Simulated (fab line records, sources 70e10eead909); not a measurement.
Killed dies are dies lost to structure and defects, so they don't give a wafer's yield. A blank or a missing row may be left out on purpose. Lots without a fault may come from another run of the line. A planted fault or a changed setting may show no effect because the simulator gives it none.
Chamber matching | flow nand_harc | NHARC_A_M0_DEP_32 on pecvd-01: 3 sister chambers
The step deposits SiCN, target thk 30 nm. 30 wafers are shown with their chamber, then 12 later ones without.

WAFERS WITH THEIR CHAMBER
wafer  | chamber | showerhead_vpp_V (V) | heater_power_w (W)
L077.1 | 0       | 1308                 | 547
L077.2 | 2       | 1292                 | 554
L077.6 | 0       | 1295                 | 523
L076.1 | 2       | 1269                 | 575
L076.3 | 0       | 1283                 | 542
L076.5 | 1       | 1254                 | 555
L079.2 | 0       | 1314                 | 503
L079.3 | 2       | 1305                 | 626
L079.6 | 2       | 1277                 | 633
L078.3 | 0       | 1290                 | 555
L078.4 | 0       | 1302                 | 558
L078.6 | 1       | 1238                 | 519
L081.3 | 0       | 1286                 | 599
L081.4 | 2       | 1298                 | 629
L081.6 | 0       | 1301                 | 604
L083.1 | 0       | 1327                 | 485
L083.2 | 2       | 1296                 | 509
L083.5 | 0       | 1289                 | 481
L084.1 | 0       | 1308                 | 567
L084.5 | 0       | 1288                 | 572
L084.6 | 2       | 1292                 | 605
L082.1 | 0       | 1334                 | 565
L082.2 | 2       | 1269                 | 590
L082.5 | 2       | 1267                 | 591
L088.1 | 2       | 1264                 | 572
L088.2 | 0       | 1274                 | 497
L088.4 | 0       | 1288                 | 481
L085.2 | 0       | 1301                 | 514
L085.5 | 1       | 1244                 | 469
L085.6 | 2       | 1286                 | 519

SIGNATURES (means of the wafers above)
reading          | chamber 0 | chamber 1 | chamber 2 | scatter within a chamber
showerhead_vpp_V | 1299.25   | 1245.33   | 1283.18   | 15.1
heater_power_w   | 537.06    | 514.33    | 582.09    | 41.3
Rule: a wafer's distance from a chamber is the root of the sum, over the readings, of the square of ((its reading less the chamber's mean) divided by the reading's scatter). The wafer belongs to the nearest chamber; if the next one is less than 2 further off, it can't be placed. The scatter: the root of (the sum of the squares of (reading less its chamber's mean) over the shown wafers, divided by (wafers less chambers)).

WAFERS WITHOUT THEIR CHAMBER
wafer  | showerhead_vpp_V (V) | heater_power_w (W)
L091.4 | 1305                 | 536
L091.5 | 1259                 | 532
L091.6 | 1288                 | 598
L094.1 | 1291                 | 612
L094.3 | 1287                 | 617
L094.6 | 1251                 | 520
L096.1 | 1257                 | 515
L096.2 | 1273                 | 543
L096.3 | 1289                 | 565
L097.1 | 1308                 | 515
L097.3 | 1293                 | 584
L097.4 | 1293                 | 596

WHICH CHAMBER EACH WENT THROUGH
wafer  | from the rows above          | in truth
L091.4 | can't be placed: 0 or 2      | 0
L091.5 | can't be placed: 1 or 2 or 0 | 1
L091.6 | can't be placed: 2 or 0      | 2
L094.1 | can't be placed: 2 or 0      | 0
L094.3 | can't be placed: 2 or 0      | 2
L094.6 | 1                            | 1
L096.1 | can't be placed: 1 or 2      | 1
L096.2 | can't be placed: 2 or 0 or 1 | 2
L096.3 | can't be placed: 2 or 0      | 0
L097.1 | can't be placed: 0 or 2      | 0
L097.3 | can't be placed: 2 or 0      | 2
L097.4 | can't be placed: 2 or 0      | 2
Placed correctly: 1 of 12. Can't be placed from these rows: 11 (the true chamber is among the candidates in 11). Placed wrongly: 0.
